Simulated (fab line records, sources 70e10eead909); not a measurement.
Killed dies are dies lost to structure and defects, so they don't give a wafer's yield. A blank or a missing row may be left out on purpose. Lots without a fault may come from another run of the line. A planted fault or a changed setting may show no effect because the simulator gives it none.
Which tool did it? | flow nand_harc | 24 lots, 72 wafers sampled, at 6 steps of a route of 1302

WHAT THE GAUGES READ, wafer by wafer
The record holds no reading of a measuring or inspecting step that can be judged against a usual standard deviation.

WHICH TOOL RAN EACH LOT (tool, then ch and the chambers of the sampled wafers, then the start)
lot  | NHARC_A_CHANNEL_FILL_D2_ALD_15                 | NHARC_A_STAIRCASE_TRIM_20          | NHARC_A_STAIRCASE_ETCH_23      | NHARC_A_STAIRCASE_ETCH_27      | NHARC_A_STAIRCASE_TRIM_191     | NHARC_A_STAIRCASE_TRIM_193
L074 | ald_sin_batch-02 ch 0, day 15 17:08 or earlier | rie_diel-04 ch 1,2,3, day 15 17:08 | rie_diel-04 ch 0,1,2, no start | rie_diel-04 ch 0,1,2, no start | rie_diel-05 ch 0,2,3, no start | rie_diel-05 ch 0,2,3, no start
L075 | ald_sin_batch-02 ch 0, day 15 17:32 or earlier | rie_diel-01 ch 0,2,3, day 15 17:32 | rie_diel-01 ch 2,3, no start   | rie_diel-01 ch 0,2,3, no start | rie_diel-05 ch 1,2, no start   | rie_diel-05 ch 0,1,2, no start
L076 | ald_sin_batch-01 ch 0, day 16 16:59 or earlier | rie_diel-01 ch 0,2,3, day 16 16:59 | rie_diel-01 ch 1,2,3, no start | rie_diel-01 ch 1,3, no start   | rie_diel-05 ch 1,2, no start   | rie_diel-05 ch 0,1,2, no start
L077 | ald_sin_batch-01 ch 0, day 16 17:29 or earlier | rie_diel-01 ch 0,1,3, day 16 17:29 | rie_diel-01 ch 0,1,2, no start | rie_diel-01 ch 1,2,3, no start | rie_diel-04 ch 0,2,3, no start | rie_diel-04 ch 0,2,3, no start
L078 | ald_sin_batch-03 ch 0, day 17 01:58 or earlier | rie_diel-05 ch 0,1,3, day 17 01:58 | rie_diel-05 ch 1,2,3, no start | rie_diel-05 ch 1,2,3, no start | rie_diel-05 ch 0,2,3, no start | rie_diel-05 ch 0,1,3, no start
L080 | ald_sin_batch-02 ch 0, day 18 09:02 or earlier | rie_diel-05 ch 0,1,3, day 18 09:02 | rie_diel-05 ch 0,1,3, no start | rie_diel-05 ch 0,1,2, no start | rie_diel-01 ch 1,3, no start   | rie_diel-01 ch 0,1,3, no start
L081 | ald_sin_batch-02 ch 0, day 18 08:27 or earlier | rie_diel-01 ch 1,2, day 18 08:27   | rie_diel-01 ch 1,2,3, no start | rie_diel-01 ch 0,2,3, no start | rie_diel-01 ch 0,3, no start   | rie_diel-01 ch 0,1,3, no start
L079 | ald_sin_batch-01 ch 0, day 18 14:41 or earlier | rie_diel-05 ch 1,2, day 18 14:41   | rie_diel-05 ch 0,1, no start   | rie_diel-05 ch 0,2,3, no start | rie_diel-05 ch 1,3, no start   | rie_diel-05 ch 0,2, no start
L082 | ald_sin_batch-02 ch 0, day 19 16:59 or earlier | rie_diel-05 ch 2,3, day 19 16:59   | rie_diel-05 ch 1,2, no start   | rie_diel-05 ch 0,1, no start   | rie_diel-01 ch 0,3, no start   | rie_diel-01 ch 1,3, no start
L083 | ald_sin_batch-02 ch 0, day 19 17:03 or earlier | rie_diel-01 ch 1,2,3, day 19 17:03 | rie_diel-01 ch 1,2,3, no start | rie_diel-01 ch 0,3, no start   | rie_diel-01 ch 1,2, no start   | rie_diel-01 ch 1,2,3, no start
L084 | ald_sin_batch-02 ch 0, day 20 03:37 or earlier | rie_diel-04 ch 2,3, day 20 03:37   | rie_diel-04 ch 0,2, no start   | rie_diel-04 ch 1,3, no start   | rie_diel-05 ch 0,1,3, no start | rie_diel-05 ch 0,2,3, no start
L085 | ald_sin_batch-02 ch 0, day 20 03:28 or earlier | rie_diel-04 ch 0,1, day 20 03:28   | rie_diel-04 ch 1,2,3, no start | rie_diel-04 ch 1,2,3, no start | rie_diel-01 ch 2,3, no start   | rie_diel-01 ch 0,3, no start
L086 | ald_sin_batch-02 ch 0, day 20 13:42 or earlier | rie_diel-04 ch 0,1, day 20 13:42   | rie_diel-04 ch 0,3, no start   | rie_diel-04 ch 1,2, no start   | rie_diel-01 ch 0,3, no start   | rie_diel-01 ch 2,3, no start
L087 | ald_sin_batch-03 ch 0, day 21 12:50 or earlier | rie_diel-05 ch 2,3, day 21 12:50   | rie_diel-05 ch 2,3, no start   | rie_diel-05 ch 1,2, no start   | rie_diel-04 ch 0,2,3, no start | rie_diel-04 ch 0,2,3, no start
L088 | ald_sin_batch-03 ch 0, day 21 12:47 or earlier | rie_diel-01 ch 0,1,3, day 21 12:47 | rie_diel-01 ch 1,2,3, no start | rie_diel-01 ch 0,1,2, no start | rie_diel-01 ch 0,1,3, no start | rie_diel-01 ch 0,1,2, no start
L089 | ald_sin_batch-03 ch 0, day 21 15:11 or earlier | rie_diel-05 ch 1,2,3, day 21 15:11 | rie_diel-05 ch 0,1, no start   | rie_diel-05 ch 1,2,3, no start | rie_diel-05 ch 0,1,3, no start | rie_diel-05 ch 0,1,3, no start
L090 | ald_sin_batch-02 ch 0, day 22 05:50 or earlier | rie_diel-01 ch 0,2,3, day 22 05:50 | rie_diel-01 ch 0,2,3, no start | rie_diel-01 ch 2,3, no start   | rie_diel-01 ch 0,3, no start   | rie_diel-01 ch 0,2,3, no start
L091 | ald_sin_batch-01 ch 0, day 22 17:54 or earlier | rie_diel-04 ch 0,1,3, day 22 17:54 | rie_diel-04 ch 1,2,3, no start | rie_diel-04 ch 1,2,3, no start | rie_diel-05 ch 0,1, no start   | rie_diel-05 ch 0,1, no start
L093 | ald_sin_batch-02 ch 0, day 23 11:13 or earlier | rie_diel-01 ch 0,1,2, day 23 11:13 | rie_diel-01 ch 0,3, no start   | rie_diel-01 ch 0,3, no start   | rie_diel-05 ch 1,2,3, no start | rie_diel-05 ch 1,3, no start
L092 | ald_sin_batch-01 ch 0, day 23 16:57 or earlier | rie_diel-01 ch 0,2, day 23 16:57   | rie_diel-01 ch 0,3, no start   | rie_diel-01 ch 0,2, no start   | rie_diel-01 ch 2,3, no start   | rie_diel-01 ch 0,2,3, no start
L094 | ald_sin_batch-02 ch 0, day 24 00:29 or earlier | rie_diel-05 ch 0,1,2, day 24 00:29 | rie_diel-05 ch 0,2,3, no start | rie_diel-05 ch 0,2,3, no start | rie_diel-01 ch 0,1,2, no start | rie_diel-01 ch 0,1,2, no start
L095 | ald_sin_batch-03 ch 0, day 25 00:27 or earlier | rie_diel-04 ch 0,2,3, day 25 00:27 | rie_diel-04 ch 0,1,2, no start | rie_diel-04 ch 2,3, no start   | rie_diel-01 ch 0,1,3, no start | rie_diel-01 ch 0,1,2, no start
L096 | ald_sin_batch-02 ch 0, day 25 03:19 or earlier | rie_diel-05 ch 0,1, day 25 03:19   | rie_diel-05 ch 0,1,2, no start | rie_diel-05 ch 0,1,3, no start | rie_diel-05 ch 0,1,3, no start | rie_diel-05 ch 0,1, no start
L097 | ald_sin_batch-01 ch 0, day 25 12:09 or earlier | rie_diel-01 ch 0,2,3, day 25 12:09 | rie_diel-01 ch 0,2,3, no start | rie_diel-01 ch 2,3, no start   | rie_diel-01 ch 0,2,3, no start | rie_diel-01 ch 0,2,3, no start
- NHARC_A_CHANNEL_FILL_D2_ALD_15: deposits SiNx, target thk 2 nm, pulse time 60 s, ald cycles 19.
- NHARC_A_STAIRCASE_TRIM_20: chemistry O2, time 211.2 s.
- NHARC_A_STAIRCASE_ETCH_23: etches the open film in C4F8/O2, target depth 100 nm, time 40.5 s.
- NHARC_A_STAIRCASE_ETCH_27: etches the open film in C4F8/O2, target depth 100 nm, time 40.5 s.
- NHARC_A_STAIRCASE_TRIM_191: chemistry O2, time 211.2 s.
- NHARC_A_STAIRCASE_TRIM_193: chemistry O2, time 211.2 s.

WHAT THE TOOLS THEMSELVES READ (means of the sampled wafers that have a number; where no wafer has one, the mark that the record gives instead)
NHARC_A_CHANNEL_FILL_D2_ALD_15.
lot  | tool             | precursor_pulse_height_rel
L074 | ald_sin_batch-02 | 0.998
L075 | ald_sin_batch-02 | 1.001
L076 | ald_sin_batch-01 | 1.010
L077 | ald_sin_batch-01 | 0.986
L078 | ald_sin_batch-03 | 1.009
L080 | ald_sin_batch-02 | 0.997
L081 | ald_sin_batch-02 | 0.997
L079 | ald_sin_batch-01 | 1.013
L082 | ald_sin_batch-02 | 0.973
L083 | ald_sin_batch-02 | 1.014
L084 | ald_sin_batch-02 | 0.996
L085 | ald_sin_batch-02 | 0.994
L086 | ald_sin_batch-02 | 0.988
L087 | ald_sin_batch-03 | 1.014
L088 | ald_sin_batch-03 | 1.008
L089 | ald_sin_batch-03 | 0.995
L090 | ald_sin_batch-02 | 1.003
L091 | ald_sin_batch-01 | 1.015
L093 | ald_sin_batch-02 | 1.001
L092 | ald_sin_batch-01 | 1.031
L094 | ald_sin_batch-02 | 0.992
L095 | ald_sin_batch-03 | 0.997
L096 | ald_sin_batch-02 | 0.991
L097 | ald_sin_batch-01 | 0.999

NHARC_A_STAIRCASE_TRIM_20.
lot  | tool        | drypump_motor_current_A (A) | oes_product_au (a.u.) | rf_vpp_V (V) | showerhead_plenum_p_Torr (Torr) | throttle_valve_pct (%)
L074 | rie_diel-04 | 5.8                         | 1.000                 | 57.8         | 3.44                            | 17.041
L075 | rie_diel-01 | 6.4                         | 1.008                 | 57.4         | 3.43                            | 17.044
L076 | rie_diel-01 | 6.4                         | 0.989                 | 57.9         | 3.43                            | 17.048
L077 | rie_diel-01 | 6.4                         | 1.001                 | 56.9         | 3.44                            | 17.039
L078 | rie_diel-05 | 5.4                         | 1.009                 | 57.8         | 3.53                            | 17.042
L080 | rie_diel-05 | 5.4                         | 0.992                 | 58.6         | 3.53                            | 17.047
L081 | rie_diel-01 | 6.1                         | 1.007                 | 56.9         | 3.49                            | 17.041
L079 | rie_diel-05 | 5.2                         | 0.996                 | 58.8         | 3.51                            | 17.044
L082 | rie_diel-05 | 5.4                         | 0.993                 | 57.5         | 3.50                            | 17.039
L083 | rie_diel-01 | 6.2                         | 1.006                 | 57.5         | 3.48                            | 17.046
L084 | rie_diel-04 | 6.1                         | 0.978                 | 58.2         | 3.72                            | 17.037
L085 | rie_diel-04 | 5.5                         | 1.006                 | 57.9         | 3.44                            | 17.033
L086 | rie_diel-04 | 5.5                         | 0.991                 | 57.6         | 3.44                            | 17.035
L087 | rie_diel-05 | 5.6                         | 1.000                 | 57.8         | 3.39                            | 17.038
L088 | rie_diel-01 | 6.4                         | 1.010                 | 57.4         | 3.43                            | 17.035
L089 | rie_diel-05 | 5.3                         | 0.996                 | 58.1         | 3.49                            | 17.031
L090 | rie_diel-01 | 6.4                         | 1.002                 | 57.9         | 3.41                            | 17.028
L091 | rie_diel-04 | 5.9                         | 0.996                 | 56.5         | 3.55                            | 17.034
L093 | rie_diel-01 | 6.3                         | 1.005                 | 56.6         | 3.41                            | 17.031
L092 | rie_diel-01 | 6.5                         | 1.000                 | 57.7         | 3.36                            | 17.037
L094 | rie_diel-05 | 5.5                         | 1.002                 | 57.2         | 3.39                            | 17.045
L095 | rie_diel-04 | 5.7                         | 1.003                 | 57.5         | 3.59                            | 17.041
L096 | rie_diel-05 | 5.6                         | 0.996                 | 57.4         | 3.40                            | 17.028
L097 | rie_diel-01 | 6.4                         | 1.003                 | 57.7         | 3.40                            | 17.041

NHARC_A_STAIRCASE_ETCH_23.
lot  | tool        | oes_product_au (a.u.) | rf_vpp_V (V)
L074 | rie_diel-04 | 0.941                 | 895
L075 | rie_diel-01 | 0.952                 | 895
L076 | rie_diel-01 | 0.942                 | 894
L077 | rie_diel-01 | 0.934                 | 892
L078 | rie_diel-05 | 0.946                 | 894
L080 | rie_diel-05 | 0.945                 | 896
L081 | rie_diel-01 | 0.951                 | 894
L079 | rie_diel-05 | 0.933                 | 895
L082 | rie_diel-05 | 0.954                 | 891
L083 | rie_diel-01 | 0.955                 | 896
L084 | rie_diel-04 | 0.934                 | 896
L085 | rie_diel-04 | 0.943                 | 899
L086 | rie_diel-04 | 0.936                 | 897
L087 | rie_diel-05 | 0.934                 | 895
L088 | rie_diel-01 | 0.948                 | 894
L089 | rie_diel-05 | 0.963                 | 892
L090 | rie_diel-01 | 0.951                 | 892
L091 | rie_diel-04 | 0.931                 | 898
L093 | rie_diel-01 | 0.951                 | 891
L092 | rie_diel-01 | 0.954                 | 892
L094 | rie_diel-05 | 0.961                 | 891
L095 | rie_diel-04 | 0.942                 | 893
L096 | rie_diel-05 | 0.949                 | 891
L097 | rie_diel-01 | 0.949                 | 891

NHARC_A_STAIRCASE_ETCH_27.
lot  | tool        | oes_product_au (a.u.) | rf_vpp_V (V)
L074 | rie_diel-04 | 0.938                 | 894
L075 | rie_diel-01 | 0.954                 | 892
L076 | rie_diel-01 | 0.936                 | 895
L077 | rie_diel-01 | 0.938                 | 895
L078 | rie_diel-05 | 0.940                 | 895
L080 | rie_diel-05 | 0.944                 | 892
L081 | rie_diel-01 | 0.955                 | 892
L079 | rie_diel-05 | 0.944                 | 892
L082 | rie_diel-05 | 0.934                 | 891
L083 | rie_diel-01 | 0.951                 | 892
L084 | rie_diel-04 | 0.938                 | 896
L085 | rie_diel-04 | 0.938                 | 897
L086 | rie_diel-04 | 0.950                 | 896
L087 | rie_diel-05 | 0.948                 | 895
L088 | rie_diel-01 | 0.951                 | 893
L089 | rie_diel-05 | 0.938                 | 895
L090 | rie_diel-01 | 0.950                 | 893
L091 | rie_diel-04 | 0.946                 | 898
L093 | rie_diel-01 | 0.946                 | 892
L092 | rie_diel-01 | 0.950                 | 889
L094 | rie_diel-05 | 0.950                 | 892
L095 | rie_diel-04 | 0.945                 | 902
L096 | rie_diel-05 | 0.943                 | 895
L097 | rie_diel-01 | 0.948                 | 894

NHARC_A_STAIRCASE_TRIM_191.
lot  | tool        | drypump_motor_current_A (A) | oes_product_au (a.u.) | rf_vpp_V (V) | showerhead_plenum_p_Torr (Torr) | throttle_valve_pct (%)
L074 | rie_diel-05 | 5.6                         | 1.004                 | 57.6         | 3.43                            | 17.052
L075 | rie_diel-05 | 5.2                         | 1.012                 | 57.9         | 3.52                            | 17.037
L076 | rie_diel-05 | 5.2                         | 1.001                 | 57.6         | 3.51                            | 17.036
L077 | rie_diel-04 | 5.8                         | 0.998                 | 58.2         | 3.62                            | 17.034
L078 | rie_diel-05 | 5.7                         | 0.996                 | 57.5         | 3.42                            | 17.018
L080 | rie_diel-01 | 6.2                         | 1.002                 | 58.3         | 3.49                            | 17.042
L081 | rie_diel-01 | 6.6                         | 1.005                 | 58.2         | 3.38                            | 17.041
L079 | rie_diel-05 | 5.0                         | 0.999                 | 56.8         | 3.61                            | 17.025
L082 | rie_diel-01 | 6.6                         | 1.013                 | 57.4         | 3.37                            | 17.044
L083 | rie_diel-01 | 6.1                         | 1.007                 | 57.2         | 3.49                            | 17.039
L084 | rie_diel-05 | 5.4                         | 0.993                 | 57.2         | 3.52                            | 17.030
L085 | rie_diel-01 | 6.3                         | 1.013                 | 58.4         | 3.48                            | 17.031
L086 | rie_diel-01 | 6.5                         | 1.018                 | 57.1         | 3.43                            | 17.039
L087 | rie_diel-04 | 5.8                         | 0.991                 | 58.3         | 3.60                            | 17.041
L088 | rie_diel-01 | 6.4                         | 1.000                 | 57.6         | 3.43                            | 17.029
L089 | rie_diel-05 | 5.4                         | 0.994                 | 57.4         | 3.51                            | 17.029
L090 | rie_diel-01 | 6.6                         | 1.003                 | 57.2         | 3.36                            | 17.041
L091 | rie_diel-05 | 5.3                         | 0.993                 | 57.1         | 3.50                            | 17.043
L093 | rie_diel-05 | 5.3                         | 0.984                 | 57.3         | 3.48                            | 17.045
L092 | rie_diel-01 | 6.2                         | 0.997                 | 57.4         | 3.46                            | 17.039
L094 | rie_diel-01 | 6.3                         | 0.998                 | 58.2         | 3.41                            | 17.035
L095 | rie_diel-01 | 6.4                         | 1.001                 | 57.4         | 3.42                            | 17.037
L096 | rie_diel-05 | 5.4                         | 0.990                 | 57.1         | 3.49                            | 17.036
L097 | rie_diel-01 | 6.4                         | 0.997                 | 57.5         | 3.40                            | 17.037

NHARC_A_STAIRCASE_TRIM_193.
lot  | tool        | drypump_motor_current_A (A) | oes_product_au (a.u.) | rf_vpp_V (V) | showerhead_plenum_p_Torr (Torr) | throttle_valve_pct (%)
L074 | rie_diel-05 | 5.7                         | 1.002                 | 57.4         | 3.43                            | 17.033
L075 | rie_diel-05 | 5.5                         | 1.006                 | 57.8         | 3.43                            | 17.043
L076 | rie_diel-05 | 5.5                         | 1.004                 | 56.5         | 3.42                            | 17.040
L077 | rie_diel-04 | 5.8                         | 0.995                 | 57.9         | 3.62                            | 17.036
L078 | rie_diel-05 | 5.4                         | 1.002                 | 57.7         | 3.53                            | 17.041
L080 | rie_diel-01 | 6.4                         | 1.003                 | 57.8         | 3.44                            | 17.037
L081 | rie_diel-01 | 6.4                         | 0.998                 | 57.0         | 3.44                            | 17.042
L079 | rie_diel-05 | 5.8                         | 0.998                 | 57.5         | 3.31                            | 17.033
L082 | rie_diel-01 | 6.3                         | 1.013                 | 57.6         | 3.49                            | 17.035
L083 | rie_diel-01 | 6.2                         | 1.008                 | 57.0         | 3.48                            | 17.030
L084 | rie_diel-05 | 5.7                         | 1.001                 | 57.9         | 3.41                            | 17.031
L085 | rie_diel-01 | 6.4                         | 1.011                 | 58.5         | 3.43                            | 17.036
L086 | rie_diel-01 | 6.2                         | 1.003                 | 57.7         | 3.47                            | 17.033
L087 | rie_diel-04 | 5.8                         | 0.996                 | 58.7         | 3.60                            | 17.032
L088 | rie_diel-01 | 6.3                         | 1.000                 | 58.9         | 3.42                            | 17.034
L089 | rie_diel-05 | 5.4                         | 0.993                 | 57.6         | 3.51                            | 17.029
L090 | rie_diel-01 | 6.4                         | 1.012                 | 58.4         | 3.41                            | 17.040
L091 | rie_diel-05 | 5.6                         | 0.995                 | 58.2         | 3.42                            | 17.035
L093 | rie_diel-05 | 5.2                         | 0.989                 | 58.3         | 3.59                            | 17.030
L092 | rie_diel-01 | 6.4                         | 0.998                 | 57.3         | 3.41                            | 17.027
L094 | rie_diel-01 | 6.3                         | 0.998                 | 58.1         | 3.41                            | 17.042
L095 | rie_diel-01 | 6.3                         | 0.994                 | 57.1         | 3.41                            | 17.038
L096 | rie_diel-05 | 5.6                         | 0.995                 | 58.1         | 3.40                            | 17.045
L097 | rie_diel-01 | 6.4                         | 0.993                 | 57.4         | 3.40                            | 17.048

THE ANSWER, worked out from the rows above alone
Rule: what is usual is taken from the lots themselves. Put in order of their means at a reading, lots are off if they are a third of the lots or fewer, leave a main group of 4 or more, and stand apart from it by a gap of 3 or more times the standard deviation of the main group's means; of several such gaps the widest counts. A main group whose means are all the same, to the digits that the tables above print for the reading, isn't used. A lot without any number at a reading at which 4 lots or more have one is off too. The other lots that the step has rows for count as sound. The gauges are gone through in route order, then the tools' own readings, and for those a lot's mean is taken as printed above. The first step at which some lot is off is used, and at that step the reading that is off furthest; a lot without a number counts as furthest.
No lot is off at any reading shown: from this, nothing can be told.

WHAT THE SIMULATOR HAD PUT IN
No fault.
